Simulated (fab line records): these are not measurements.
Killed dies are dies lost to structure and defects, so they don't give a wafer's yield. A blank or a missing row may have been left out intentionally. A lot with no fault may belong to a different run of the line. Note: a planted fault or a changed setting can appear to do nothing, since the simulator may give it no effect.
Chamber matching | flow nand harc | 4 sister chambers for NHARC_A_BONDPAD_CMP_19 on cmp-02
The step polishes, t overpolish 30 s, cu recess touch 16 s, target thk 169.8 nm. 8 wafers are shown with their chamber, then 8 later ones without.

WAFERS, EACH WITH ITS CHAMBER
wafer  | chamber | motor current A (A) | slurry filter dp kPa (kPa)
L079.2 | 1       | 13.1                | 13.36
L079.3 | 0       | 11.4                | 13.48
L082.6 | 0       | 10.8                | 13.47
L080.3 | 1       | 12.8                | 13.41
L085.6 | 3       | 16.8                | 13.73
L092.5 | 3       | 15.5                | 13.46
L092.6 | 2       | 11.6                | 13.39
L093.2 | 2       | 11.7                | 13.52

WAFERS MISSING THEIR CHAMBER
wafer  | motor current A (A) | slurry filter dp kPa (kPa)
L093.3 | 13.2                | 13.31
L093.6 | 12.3                | 13.28
L094.1 | 11.2                | 13.55
L094.4 | 16.9                | 13.40
L094.6 | 12.6                | 13.44
L097.2 | 13.4                | 13.95
L097.3 | 16.8                | 13.51
L097.4 | 11.4                | 13.54

EACH ONE'S CHAMBER
wafer  | from the rows above               | in truth
L093.3 | 1                                 | 1
L093.6 | can't be placed: 1 or 2 or 0      | 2
L094.1 | can't be placed: 0 or 2           | 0
L094.4 | 3                                 | 3
L094.6 | can't be placed: 1 or 2           | 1
L097.2 | can't be placed: 1 or 2 or 3 or 0 | 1
L097.3 | 3                                 | 3
L097.4 | can't be placed: 0 or 2           | 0
Correctly placed: 3 of 8. Cannot be placed on the basis of these rows: 5; the candidates contain the true chamber in 5. Wrongly placed: 0.
How it was worked out, from the rows above alone: a wafer's distance from a chamber is the root of the sum, over the readings, of the square of ((its reading less the chamber's mean) divided by the reading's scatter). The wafer belongs to the nearest chamber; if the next one is less than 2 further off, it can't be placed. For every chamber, the mean is computed from those of its wafers that are shown. The scatter: take each reading less its chamber's mean, square it, sum over the shown wafers, divide by the number of wafers less the number of chambers, and take the root.
